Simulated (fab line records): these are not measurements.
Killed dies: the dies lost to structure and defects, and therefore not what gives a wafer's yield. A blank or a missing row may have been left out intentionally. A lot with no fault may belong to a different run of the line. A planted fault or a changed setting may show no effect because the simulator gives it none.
fab line records | flow n5Finfet | part 2 of 2: steps 4 to 6 of 6
[record] lots = 24 | wafers = 72 | lastDay = 19
route steps=1938 shown BEOL_M7@1276 BEOL_M8@1352
lots that met no fault: taken from a fault-free run of the same line
startH: the number of hours between the record's first day and the start of the first shown wafer of the lot | waitH: how many hours have passed since the lot's step before this one | " repeats the value in the row above | L1.1+2: a single row standing in for several wafers | - no value, or no start given | * or withheld: withheld | < > ~ a bound
route shown NAME@n: names a module that has steps shown in the file, with the first one's number in the route | usual: mean and standard deviation over wafers with no fault | same: alike in all rows | chamber/n: place in a boat | sites: per-site readings | _std_site: their standard deviation | _edge_site: mean of outer sites minus mean of inner sites | radiusMm: for every site, how far away it sits from the centre of the wafer | mask NAME#n: copy n | behind: the tool/chamber that last shaped the wafer | hold: why the lot was held/for how many hours/how that ended | device: the transistor (n, p or np) that didn't switch | end of line: the route-end tests of the same wafers | step lacking rows: just its recipe | killed: at the first sort, the dies lost to defects and structure; wafer yield is something else | map: dies across one wafer; x = killed, . = not, _ = none there
set.NAME: the setting the step ran with; set.NAME@STEP: the setting that earlier step ran with | model.NAME: the simulator's own value behind a step, which no gauge read
one table for each step of the route and one row for each wafer, over a sample of lots
services: when a tool's chamber went out of use (startH, in hours from the record's first day, below 0 if earlier), for how many hours, and the reason
[[steps]]
[step N5_BEOL_M7_STRIP_19]
[recipe] chemistry = O2 | powerW = 400 | tempC = 40 | pressureMtorr = 30 | rfFrequencyHz = 6e+07 | biasPowerW = 0 | overashFraction = 0.2 | o2FlowSccm = 225
[usual] drypumpMotorCurrentA = 5.8/0.51 | oesProductAu = 0.77/0.067 | rfVppV = 3.6/0.62 | showerheadPlenumPTorr = 2.10/0.064 | throttleValvePct = 16.69/0.25
lot.wafer | tool       | chamber | startH | waitH | drypumpMotorCurrentA | oesProductAu | rfHoursCounterH | rfVppV | showerheadPlenumPTorr | throttleValvePct
L075.2    | rieDiel-01 | 0       | 227.70 | 0.1   | 6.0                  | 0.70         | 187             | 3.8    | 2.11                  | 17.02
L075.4    | "          | 2       | "      | "     | 5.9                  | 0.77         | 115             | 5.0    | 2.21                  | 16.80
L075.5    | "          | 1       | "      | "     | 5.8                  | 0.70         | -               | 4.0    | 2.00                  | 16.90
L074.2    | rieDiel-01 | 3       | 227.75 | 0.1   | 6.2                  | 0.86         | 55              | 4.0    | 2.05                  | 16.39
L074.5    | "          | 2       | "      | "     | 5.9                  | 0.76         | -               | 3.0    | 2.21                  | 16.81
L074.6    | "          | 3       | "      | "     | 6.2                  | 0.85         | -               | 3.3    | 2.05                  | 16.40
L078.1    | rieDiel-06 | 2       | 232.72 | 0.2   | 5.9                  | 0.75         | 172             | 3.1    | 2.16                  | 16.58
L078.2    | "          | 3       | "      | "     | 5.9                  | 0.75         | 163             | 3.3    | 2.11                  | 16.70
L078.6    | "          | 1       | "      | "     | 5.2                  | 0.89         | -               | 3.8    | 2.14                  | 16.71
L077.2    | rieDiel-03 | 1       | 237.02 | 0.1   | 5.0                  | 0.82         | 113             | 3.0    | 2.02                  | 16.92
L077.3    | "          | 0       | "      | "     | 5.4                  | 0.88         | 30              | 3.3    | 2.13                  | 16.54
L077.6    | "          | 3       | "      | "     | 4.7                  | 0.75         | -               | 2.8    | 2.02                  | 16.77
L076.2    | rieDiel-06 | 2       | 244.38 | 0.1   | 6.0                  | 0.75         | 175             | 3.6    | 2.16                  | 16.59
L076.4    | "          | 3       | "      | "     | 6.0                  | 0.74         | 166             | 3.0    | 2.11                  | 16.71
L076.6    | "          | 1       | "      | "     | 5.2                  | 0.89         | -               | 3.5    | 2.14                  | 16.73
L080.1    | rieDiel-06 | 3       | 248.98 | 0.2   | 5.9                  | 0.75         | 167             | 3.6    | 2.11                  | 16.72
L080.3    | "          | 1       | "      | "     | 5.2                  | 0.89         | 32              | 3.5    | 2.14                  | 16.72
L080.6    | "          | 2       | "      | "     | 6.0                  | 0.74         | -               | 2.7    | 2.16                  | 16.57
L079.1    | rieDiel-01 | 3       | 249.95 | 0.1   | 6.2                  | 0.83         | 62              | 4.0    | 2.05                  | 16.41
L079.4    | "          | 2       | "      | "     | 5.9                  | 0.75         | 122             | 5.2    | 2.21                  | 16.82
L079.5    | "          | 0       | "      | "     | 6.0                  | 0.69         | -               | 3.5    | 2.10                  | 17.01
L081.3    | rieDiel-03 | 0       | 261.15 | 0.1   | 5.5                  | 0.88         | 38              | 4.4    | 2.13                  | 16.55
L081.5    | "          | 0       | "      | "     | 5.5                  | 0.88         | -               | 3.7    | 2.13                  | 16.52
L081.6    | "          | 1       | "      | "     | 5.0                  | 0.80         | -               | 4.1    | 2.02                  | 16.95
L082.3    | rieDiel-03 | 2       | 267.13 | 0.1   | 5.0                  | 0.77         | 115             | 3.9    | 2.13                  | 16.72
L082.5    | "          | 2       | "      | "     | 5.1                  | 0.77         | -               | 3.5    | 2.13                  | 16.74
L082.6    | "          | 3       | "      | "     | 4.7                  | 0.75         | -               | 3.6    | 2.02                  | 16.79
L083.2    | rieDiel-01 | 1       | 275.17 | 0.1   | 5.8                  | 0.69         | 218             | 3.2    | 2.00                  | 16.91
L083.3    | "          | 0       | "      | "     | 6.0                  | 0.70         | 201             | 3.1    | 2.10                  | 17.04
L083.4    | "          | 3       | "      | "     | 6.2                  | 0.84         | 68              | 3.7    | 2.05                  | 16.39
L085.4    | rieDiel-01 | 3       | 279.20 | 0.1   | 6.3                  | 0.83         | 69              | 3.6    | 2.05                  | 16.40
L085.5    | "          | 1       | "      | "     | 5.8                  | 0.69         | -               | 2.5    | 2.00                  | 16.91
L085.6    | "          | 0       | "      | "     | 6.0                  | 0.70         | -               | 3.8    | 2.10                  | 17.02
L086.2    | rieDiel-06 | 1       | 284.26 | 0.2   | 5.2                  | 0.86         | 41              | 3.8    | 2.14                  | 16.76
L086.5    | "          | 0       | "      | "     | 6.6                  | 0.86         | -               | 4.1    | 2.12                  | 16.13
L086.6    | "          | 1       | "      | "     | 5.2                  | 0.87         | -               | 3.2    | 2.14                  | 16.76
L084.1    | rieDiel-06 | 0       | 286.66 | 0.2   | 6.6                  | 0.87         | 63              | 4.2    | 2.12                  | 16.11
L084.4    | "          | 1       | "      | "     | 5.2                  | 0.88         | 43              | 2.9    | 2.14                  | 16.73
L084.5    | "          | 2       | "      | "     | 5.9                  | 0.73         | -               | 2.7    | 2.15                  | 16.59
L087.4    | rieDiel-06 | 0       | 297.56 | 0.1   | 6.6                  | 0.85         | 69              | 2.6    | 2.12                  | 16.13
L087.5    | "          | 3       | "      | "     | 6.0                  | 0.73         | -               | 3.9    | 2.10                  | 16.73
L087.6    | "          | 2       | "      | "     | 5.9                  | 0.72         | -               | 4.0    | 2.15                  | 16.62
L088.2    | rieDiel-06 | 0       | 307.04 | 0.1   | 6.6                  | 0.85         | 71              | 3.4    | 2.12                  | 16.15
L088.3    | "          | 2       | "      | "     | 5.9                  | 0.72         | 195             | 4.3    | 2.15                  | 16.63
L088.4    | "          | 1       | "      | "     | 5.2                  | 0.85         | 51              | 3.4    | 2.13                  | 16.76
L089.1    | rieDiel-01 | 2       | 318.46 | 0.1   | 5.9                  | 0.74         | 144             | 3.5    | 2.20                  | 16.87
L089.5    | "          | 2       | "      | "     | 5.9                  | 0.74         | -               | 3.1    | 2.20                  | 16.84
L089.6    | "          | 1       | "      | "     | 5.8                  | 0.67         | -               | 3.9    | 1.99                  | 16.95
L090.3    | rieDiel-01 | 3       | 321.73 | 0.1   | 6.3                  | 0.82         | 85              | 4.3    | 2.04                  | 16.43
L090.4    | "          | 0       | "      | "     | 6.1                  | 0.68         | 217             | 3.3    | 2.10                  | 17.05
L090.5    | "          | 3       | "      | "     | 6.3                  | 0.82         | -               | 5.2    | 2.04                  | 16.43
L091.1    | rieDiel-06 | 1       | 322.03 | 0.1   | 5.2                  | 0.85         | 56              | 4.3    | 2.13                  | 16.78
L091.2    | "          | 2       | "      | "     | 5.9                  | 0.72         | 199             | 3.5    | 2.15                  | 16.62
L091.4    | "          | 3       | "      | "     | 6.0                  | 0.72         | 190             | 3.8    | 2.10                  | 16.75
L093.3    | rieDiel-01 | 2       | 322.41 | 0.1   | 5.9                  | 0.74         | 145             | 3.4    | 2.20                  | 16.87
L093.4    | "          | 1       | "      | "     | 5.8                  | 0.68         | 234             | 4.1    | 1.99                  | 16.96
L093.6    | "          | 1       | "      | "     | 5.8                  | 0.68         | -               | 3.6    | 1.99                  | 16.95
L092.1    | rieDiel-06 | 0       | 327.16 | 0.1   | 6.6                  | 0.85         | 78              | 3.6    | 2.12                  | 16.14
L092.3    | "          | 3       | "      | "     | 6.0                  | 0.73         | 191             | 4.1    | 2.10                  | 16.75
L092.5    | "          | 0       | "      | "     | 6.6                  | 0.84         | -               | 2.1    | 2.12                  | 16.14
L094.1    | rieDiel-01 | 0       | 357.08 | 0.4   | 6.1                  | 0.67         | 225             | 3.2    | 2.09                  | 17.08
L094.2    | "          | 3       | "      | "     | 6.2                  | 0.81         | 94              | 3.7    | 2.04                  | 16.45
L094.5    | "          | 3       | "      | "     | 6.3                  | 0.80         | -               | 4.1    | 2.04                  | 16.44
L096.2    | rieDiel-01 | 3       | 357.78 | 0.3   | 6.3                  | 0.81         | 94              | 4.0    | 2.04                  | 16.46
L096.3    | "          | 1       | "      | "     | 5.8                  | 0.67         | 242             | 3.1    | 1.99                  | 16.97
L096.6    | "          | 1       | "      | "     | 5.8                  | 0.68         | -               | 3.5    | 1.99                  | 16.98
L095.1    | rieDiel-03 | 0       | 360.39 | 0.1   | 5.5                  | 0.85         | 59              | 3.7    | 2.12                  | 16.55
L095.4    | "          | 2       | "      | "     | 5.1                  | 0.74         | 134             | 3.9    | 2.12                  | 16.79
L095.5    | "          | 2       | "      | "     | 5.1                  | 0.74         | -               | 5.0    | 2.12                  | 16.78
L097.3    | rieDiel-03 | 1       | 362.67 | 0.1   | 5.0                  | 0.78         | 143             | 4.0    | 2.01                  | 16.96
L097.4    | "          | 3       | "      | "     | 4.7                  | 0.73         | 176             | 4.2    | 2.01                  | 16.83
L097.5    | "          | 0       | "      | "     | 5.5                  | 0.84         | -               | 4.1    | 2.12                  | 16.56
[step N5_BEOL_M7_OCD_MEAS_38]
[usual] trenchDepthNm = 93.1/1.6
lot.wafer | tool   | chamber | startH | waitH | trenchDepthNm
L074.2    | ocd-02 | -       | 228.85 | -     | 90.8
L074.5    | "      | -       | "      | "     | 92.2
L074.6    | "      | -       | "      | "     | 89.4
L075.2    | ocd-01 | -       | 228.89 | -     | 95.0
L075.4    | "      | -       | "      | "     | 93.8
L075.5    | "      | -       | "      | "     | 93.5
L078.1    | ocd-01 | -       | 236.79 | -     | 96.3
L078.2    | "      | -       | "      | "     | 91.4
L078.6    | "      | -       | "      | "     | 90.8
L077.2    | ocd-01 | -       | 238.13 | -     | 96.0
L077.3    | "      | -       | "      | "     | 91.7
L077.6    | "      | -       | "      | "     | 92.9
L076.2    | ocd-01 | -       | 247.59 | -     | 93.3
L076.4    | "      | -       | "      | "     | 94.6
L076.6    | "      | -       | "      | "     | 93.0
L079.1    | ocd-01 | -       | 251.95 | -     | 92.9
L079.4    | "      | -       | "      | "     | 93.8
L079.5    | "      | -       | "      | "     | 95.4
L080.1    | ocd-01 | -       | 252.12 | -     | 93.4
L080.3    | "      | -       | "      | "     | 90.5
L080.6    | "      | -       | "      | "     | 92.2
L081.3    | ocd-01 | -       | 262.26 | -     | 92.5
L081.5    | "      | -       | "      | "     | 93.3
L081.6    | "      | -       | "      | "     | 89.8
L082.3    | ocd-01 | -       | 270.56 | -     | 92.7
L082.5    | "      | -       | "      | "     | 93.5
L082.6    | "      | -       | "      | "     | 92.2
L083.2    | ocd-01 | -       | 277.45 | -     | 94.5
L083.3    | "      | -       | "      | "     | 95.0
L083.4    | "      | -       | "      | "     | 92.8
L085.4    | ocd-02 | -       | 280.18 | -     | 91.3
L085.5    | "      | -       | "      | "     | 93.5
L085.6    | "      | -       | "      | "     | 93.2
L086.2    | ocd-01 | -       | 286.04 | -     | 90.9
L086.5    | "      | -       | "      | "     | 90.7
L086.6    | "      | -       | "      | "     | 93.0
L084.1    | ocd-01 | -       | 289.59 | -     | 91.6
L084.4    | "      | -       | "      | "     | 92.8
L084.5    | "      | -       | "      | "     | 93.4
L087.4    | ocd-02 | -       | 299.35 | -     | 96.2
L087.5    | "      | -       | "      | "     | 91.7
L087.6    | "      | -       | "      | "     | 95.4
L088.2    | ocd-01 | -       | 311.43 | -     | 92.9
L088.3    | "      | -       | "      | "     | 95.0
L088.4    | "      | -       | "      | "     | 93.6
L089.1    | ocd-02 | -       | 321.18 | -     | 96.1
L089.5    | "      | -       | "      | "     | 94.3
L089.6    | "      | -       | "      | "     | 95.3
L090.3    | ocd-01 | -       | 322.77 | -     | 91.3
L090.4    | "      | -       | "      | "     | 92.7
L090.5    | "      | -       | "      | "     | 95.1
L091.1    | ocd-01 | -       | 323.12 | -     | 93.1
L091.2    | "      | -       | "      | "     | 92.3
L091.4    | "      | -       | "      | "     | 92.8
L093.3    | ocd-01 | -       | 323.53 | -     | 94.5
L093.4    | "      | -       | "      | "     | 94.3
L093.6    | "      | -       | "      | "     | 93.5
L092.1    | ocd-01 | -       | 330.21 | -     | 93.4
L092.3    | "      | -       | "      | "     | 92.9
L092.5    | "      | -       | "      | "     | 93.5
L094.1    | ocd-02 | -       | 358.49 | -     | 96.5
L094.2    | "      | -       | "      | "     | 91.0
L094.5    | "      | -       | "      | "     | 95.7
L096.2    | ocd-02 | -       | 360.28 | -     | 91.3
L096.3    | "      | -       | "      | "     | 89.2
L096.6    | "      | -       | "      | "     | 95.8
L095.1    | ocd-01 | -       | 361.62 | -     | 96.2
L095.4    | "      | -       | "      | "     | 93.4
L095.5    | "      | -       | "      | "     | 96.1
L097.3    | ocd-02 | -       | 364.82 | -     | 95.7
L097.4    | "      | -       | "      | "     | 92.3
L097.5    | "      | -       | "      | "     | 94.9
[step N5_BEOL_M8_STRIP_67]
[recipe] chemistry = CF4 | resist = SiARC | powerW = 300 | biasPowerW = 75 | pressureMtorr = 50 | cf4FlowSccm = 150 | rfFrequencyHz = 6e+07
[usual] drypumpMotorCurrentA = 5.7/0.45 | oesProductAu = 0.80/0.096 | rfVppV = 271.7/1.5 | showerheadPlenumPTorr = 1.82/0.058 | throttleValvePct = 13.55/0.3
lot.wafer | tool       | chamber | startH | waitH | drypumpMotorCurrentA | oesProductAu | rfHoursCounterH | rfVppV | showerheadPlenumPTorr | throttleValvePct
L074.2    | rieDiel-05 | 0       | 236.52 | 0.0   | 5.6                  | 0.70         | 226             | 271.7  | 1.77                  | 14.03
L074.5    | "          | 0       | "      | "     | 5.6                  | 0.70         | -               | 270.7  | 1.77                  | 14.04
L074.6    | "          | 3       | "      | "     | 6.1                  | 0.74         | -               | 270.7  | 1.79                  | 13.78
L075.2    | rieDiel-04 | 1       | 236.74 | 0.0   | 5.3                  | 0.71         | 230             | 271.7  | 1.85                  | 14.07
L075.4    | "          | 0       | "      | "     | 5.6                  | 0.77         | 104             | 269.2  | 1.76                  | 13.37
L075.5    | "          | 3       | "      | "     | 5.7                  | 0.69         | -               | 272.1  | 1.84                  | 14.07
L078.1    | rieDiel-04 | 0       | 243.77 | 0.0   | 5.6                  | 0.77         | 107             | 271.1  | 1.75                  | 13.40
L078.2    | "          | 3       | "      | "     | 5.8                  | 0.69         | 235             | 269.1  | 1.84                  | 14.07
L078.6    | "          | 0       | "      | "     | 5.6                  | 0.77         | -               | 269.9  | 1.75                  | 13.36
L077.2    | rieDiel-05 | 0       | 243.81 | 0.0   | 5.6                  | 0.69         | 230             | 272.2  | 1.77                  | 14.03
L077.3    | "          | 2       | "      | "     | 5.5                  | 0.72         | 224             | 273.8  | 1.85                  | 13.59
L077.6    | "          | 3       | "      | "     | 6.1                  | 0.74         | -               | 272.1  | 1.79                  | 13.78
L076.2    | rieDiel-05 | 2       | 254.17 | 0.0   | 5.5                  | 0.71         | 227             | 272.9  | 1.85                  | 13.62
L076.4    | "          | 0       | "      | "     | 5.6                  | 0.69         | -               | 271.2  | 1.77                  | 14.06
L076.6    | "          | 3       | "      | "     | 6.1                  | 0.73         | -               | 271.3  | 1.79                  | 13.80
L079.1    | rieDiel-05 | 0       | 257.38 | 0.0   | 5.6                  | 0.69         | 235             | 269.0  | 1.77                  | 14.05
L079.4    | "          | 1       | "      | "     | 6.5                  | 0.96         | 1               | 273.9  | 1.90                  | 13.30
L079.5    | "          | 2       | "      | "     | 5.5                  | 0.71         | -               | 271.1  | 1.85                  | 13.61
L080.1    | rieDiel-02 | 1       | 257.59 | 0.0   | 5.8                  | 0.70         | 229             | 272.8  | 1.84                  | 13.85
L080.3    | "          | 3       | "      | "     | 4.9                  | 0.69         | 243             | 270.0  | 1.78                  | 13.83
L080.6    | "          | 3       | "      | "     | 4.9                  | 0.69         | -               | 270.4  | 1.78                  | 13.82
L081.3    | rieDiel-02 | 1       | 267.34 | 0.0   | 5.8                  | 0.70         | 232             | 271.8  | 1.83                  | 13.87
L081.5    | "          | 3       | "      | "     | 4.9                  | 0.68         | -               | 272.5  | 1.78                  | 13.83
L081.6    | "          | 2       | "      | "     | 6.4                  | 0.80         | -               | 272.4  | 1.89                  | 13.56
L082.3    | rieDiel-04 | 2       | 278.29 | 0.0   | 6.1                  | 0.71         | 224             | 269.7  | 1.69                  | 13.53
L082.5    | "          | 3       | "      | "     | 5.7                  | 0.68         | -               | 272.8  | 1.83                  | 14.10
L082.6    | "          | 0       | "      | "     | 5.6                  | 0.76         | -               | 271.4  | 1.75                  | 13.40
L083.2    | rieDiel-05 | 2       | 283.62 | 0.0   | 5.5                  | 0.70         | 238             | 272.5  | 1.84                  | 13.61
L083.3    | "          | 3       | "      | "     | 6.1                  | 0.72         | 202             | 268.6  | 1.78                  | 13.81
L083.4    | "          | 1       | "      | "     | 6.5                  | 0.93         | 9               | 273.3  | 1.90                  | 13.32
L085.4    | rieDiel-05 | 3       | 285.95 | 0.0   | 6.1                  | 0.73         | 203             | 269.9  | 1.78                  | 13.81
L085.5    | "          | 3       | "      | "     | 6.1                  | 0.72         | -               | 271.8  | 1.78                  | 13.82
L085.6    | "          | 0       | "      | "     | 5.6                  | 0.68         | -               | 269.6  | 1.77                  | 14.06
L086.2    | rieDiel-04 | 2       | 293.34 | 0.0   | 6.0                  | 0.71         | 231             | 270.5  | 1.69                  | 13.53
L086.5    | "          | 1       | "      | "     | 5.3                  | 0.69         | -               | 271.5  | 1.85                  | 14.12
L086.6    | "          | 2       | "      | "     | 6.0                  | 0.71         | -               | 269.6  | 1.69                  | 13.55
L084.1    | rieDiel-02 | 2       | 296.94 | 0.0   | 6.4                  | 0.79         | 111             | 273.7  | 1.88                  | 13.57
L084.4    | "          | 2       | "      | "     | 6.4                  | 0.78         | -               | 272.6  | 1.88                  | 13.56
L084.5    | "          | 0       | "      | "     | 5.8                  | 0.89         | -               | 273.8  | 1.90                  | 13.14
L087.4    | rieDiel-02 | 1       | 306.97 | 0.0   | 5.8                  | 0.69         | -               | 274.0  | 1.83                  | 13.92
L087.5    | "          | 3       | "      | "     | 4.9                  | 0.98         | -               | 269.2  | 1.78                  | 13.26
L087.6    | "          | 2       | "      | "     | 6.4                  | 0.78         | -               | 273.3  | 1.88                  | 13.58
L088.2    | rieDiel-04 | 2       | 321.27 | 0.0   | 6.1                  | 0.70         | 243             | 269.5  | 1.69                  | 13.56
L088.3    | "          | 0       | "      | "     | 5.6                  | 0.75         | 138             | 270.9  | 1.75                  | 13.46
L088.4    | "          | 3       | "      | "     | 5.7                  | 0.93         | 8               | 271.1  | 1.83                  | 13.58
L089.1    | rieDiel-02 | 2       | 326.44 | 0.0   | 6.4                  | 0.77         | 124             | 272.3  | 1.88                  | 13.62
L089.5    | "          | 0       | "      | "     | 5.8                  | 0.88         | -               | 272.3  | 1.89                  | 13.17
L089.6    | "          | 2       | "      | "     | 6.4                  | 0.77         | -               | 273.1  | 1.88                  | 13.61
L090.3    | rieDiel-02 | 0       | 331.39 | 0.0   | 5.8                  | 0.88         | -               | 273.5  | 1.89                  | 13.17
L090.4    | "          | 3       | "      | "     | 4.9                  | 0.93         | -               | 271.0  | 1.77                  | 13.28
L090.5    | "          | 0       | "      | "     | 5.7                  | 0.88         | -               | 273.0  | 1.89                  | 13.20
L091.1    | rieDiel-02 | 3       | 331.77 | 0.0   | 4.9                  | 0.94         | 13              | 271.0  | 1.77                  | 13.29
L091.2    | "          | 0       | "      | "     | 5.8                  | 0.88         | 36              | 272.6  | 1.89                  | 13.17
L091.4    | "          | 0       | "      | "     | 5.8                  | 0.88         | -               | 272.1  | 1.89                  | 13.16
L093.3    | rieDiel-02 | 0       | 332.32 | 0.0   | 5.8                  | 0.87         | -               | 273.9  | 1.89                  | 13.18
L093.4    | "          | 3       | "      | "     | 4.9                  | 0.92         | -               | 271.5  | 1.77                  | 13.26
L093.6    | "          | 0       | "      | "     | 5.8                  | 0.87         | -               | 272.4  | 1.89                  | 13.16
L092.1    | rieDiel-02 | 0       | 346.33 | 0.0   | 5.8                  | 0.86         | 47              | 273.3  | 1.89                  | 13.20
L092.3    | "          | 0       | "      | "     | 5.8                  | 0.85         | -               | 274.2  | 1.89                  | 13.20
L092.5    | "          | 3       | "      | "     | 4.9                  | 0.91         | -               | 271.9  | 1.77                  | 13.29
L094.1    | rieDiel-02 | 3       | 364.72 | 0.0   | 4.9                  | 0.89         | 33              | 269.9  | 1.77                  | 13.32
L094.2    | "          | 1       | "      | "     | 5.8                  | 0.96         | 4               | 271.6  | 1.83                  | 13.33
L094.5    | "          | 0       | "      | "     | 5.7                  | 0.85         | -               | 273.1  | 1.89                  | 13.22
L096.2    | rieDiel-02 | 1       | 365.56 | 0.0   | 5.8                  | 0.94         | 5               | 273.6  | 1.83                  | 13.32
L096.3    | "          | 3       | "      | "     | 4.9                  | 0.89         | 33              | 271.4  | 1.77                  | 13.35
L096.6    | "          | 2       | "      | "     | 6.4                  | 0.76         | -               | 272.5  | 1.88                  | 13.63
L095.1    | rieDiel-02 | 2       | 367.21 | 0.0   | 6.4                  | 0.77         | 135             | 272.5  | 1.88                  | 13.63
L095.4    | "          | 3       | "      | "     | 4.9                  | 0.88         | 34              | 269.7  | 1.77                  | 13.33
L095.5    | "          | 2       | "      | "     | 6.4                  | 0.76         | -               | 270.4  | 1.88                  | 13.63
L097.3    | rieDiel-02 | 3       | 370.47 | 0.0   | 4.9                  | 0.89         | 35              | 271.6  | 1.77                  | 13.32
L097.4    | "          | 0       | "      | "     | 5.8                  | 0.84         | 60              | 273.3  | 1.89                  | 13.22
L097.5    | "          | 3       | "      | "     | 4.9                  | 0.88         | -               | 270.0  | 1.77                  | 13.34
[[services]]
tool       | chamber | startH | hours | kind
rieDiel-02 | 0       | 205.33 | -     | clean
rieDiel-02 | 0       | 205.33 | -     | consumableReplace:focusRing
rieDiel-02 | 0       | 205.33 | -     | consumableReplace:showerhead
rieDiel-02 | 0       | 205.33 | 23.1  | scheduledDown
rieDiel-02 | 0       | 205.33 | 23.1  | ventCycle
rieDiel-06 | 2       | 224.10 | 3.8   | repair
rieDiel-02 | 1       | 236.01 | 1.8   | repair
rieDiel-04 | -       | 241.54 | 0.5   | repair
rieDiel-03 | 2       | 257.70 | 2.6   | repair
rieDiel-02 | -       | 268.92 | 2.8   | pm
rieDiel-02 | 3       | 279.76 | -     | clean
rieDiel-02 | 3       | 279.76 | -     | consumableReplace:focusRing
rieDiel-02 | 3       | 279.76 | 24.2  | scheduledDown
rieDiel-02 | 3       | 279.76 | 24.2  | ventCycle
rieDiel-03 | -       | 281.46 | 14.6  | pm
rieDiel-05 | 2       | 293.30 | 10.5  | repair
rieDiel-05 | -       | 300.33 | 0.8   | repair
rieDiel-02 | 0       | 304.01 | 13.7  | repair
rieDiel-04 | -       | 328.22 | 20.3  | repair
rieDiel-02 | 2       | 329.23 | 17.8  | repair
rieDiel-05 | -       | 333.67 | 14.6  | pm
rieDiel-03 | 0       | 348.81 | 7.2   | repair
rieDiel-05 | 0       | 359.71 | 4.8   | repair
rieDiel-04 | 3       | 360.47 | 4.1   | repair
